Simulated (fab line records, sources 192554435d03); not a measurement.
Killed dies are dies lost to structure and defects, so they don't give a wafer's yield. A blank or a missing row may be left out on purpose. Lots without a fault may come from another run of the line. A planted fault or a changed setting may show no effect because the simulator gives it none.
Chamber matching | flow n5_finfet | N5_HKMG_FIN_STRIP_93 on rie_diel-01: 4 sister chambers
The step strips SOC in N2/H2, time 20 s. 14 wafers are shown with their chamber, then 7 later ones without.

WAFERS WITH THEIR CHAMBER
wafer  | chamber | throttle_valve_pct (%) | drypump_motor_current_A (A) | oes_product_au (a.u.)
L192.1 | 0       | 18.3                   | 5.4                         | 0.93
L192.2 | 1       | 18.5                   | 5.5                         | 0.86
L192.5 | 2       | 18.7                   | 5.2                         | 0.81
L193.2 | 0       | 18.3                   | 5.3                         | 0.92
L193.3 | 2       | 18.7                   | 5.1                         | 0.81
L193.6 | 2       | 18.7                   | 5.2                         | 0.81
L194.2 | 3       | 18.6                   | 6.3                         | 0.84
L194.3 | 2       | 18.7                   | 5.2                         | 0.80
L194.5 | 1       | 18.5                   | 5.4                         | 0.85
L195.1 | 3       | 18.7                   | 6.2                         | 0.85
L195.3 | 0       | 18.3                   | 5.3                         | 0.91
L195.6 | 1       | 18.5                   | 5.5                         | 0.85
L197.1 | 2       | 18.7                   | 5.2                         | 0.80
L197.2 | 3       | 18.6                   | 6.2                         | 0.83

SIGNATURES (means of the wafers above)
reading                 | chamber 0 | chamber 1 | chamber 2 | chamber 3 | scatter within a chamber
throttle_valve_pct      | 18.300    | 18.500    | 18.700    | 18.633    | 0.0258
drypump_motor_current_A | 5.333     | 5.467     | 5.180     | 6.233     | 0.0529
oes_product_au          | 0.9200    | 0.8533    | 0.8060    | 0.8400    | 0.00766
Rule: a wafer's distance from a chamber is the root of the sum, over the readings, of the square of ((its reading less the chamber's mean) divided by the reading's scatter). The wafer belongs to the nearest chamber; if the next one is less than 2 further off, it can't be placed. The scatter: the root of (the sum of the squares of (reading less its chamber's mean) over the shown wafers, divided by (wafers less chambers)).

WAFERS WITHOUT THEIR CHAMBER
wafer  | throttle_valve_pct (%) | drypump_motor_current_A (A) | oes_product_au (a.u.)
L197.6 | 18.7                   | 5.2                         | 0.81
L208.1 | 18.7                   | 6.3                         | 0.80
L208.4 | 18.4                   | 5.4                         | 0.85
L208.5 | 18.8                   | 5.1                         | 0.78
L211.3 | 18.7                   | 6.3                         | 0.79
L211.5 | 18.4                   | 5.3                         | 0.84
L211.6 | 18.6                   | 5.4                         | 0.81

WHICH CHAMBER EACH WENT THROUGH
wafer  | from the rows above     | in truth
L197.6 | 2                       | 2
L208.1 | 3                       | 3
L208.4 | 1                       | 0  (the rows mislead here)
L208.5 | 2                       | 2
L211.3 | 3                       | 3
L211.5 | 1                       | 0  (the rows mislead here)
L211.6 | can't be placed: 2 or 1 | 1
Placed correctly: 4 of 7. Can't be placed from these rows: 1 (the true chamber is among the candidates in 1). Placed wrongly: 2.
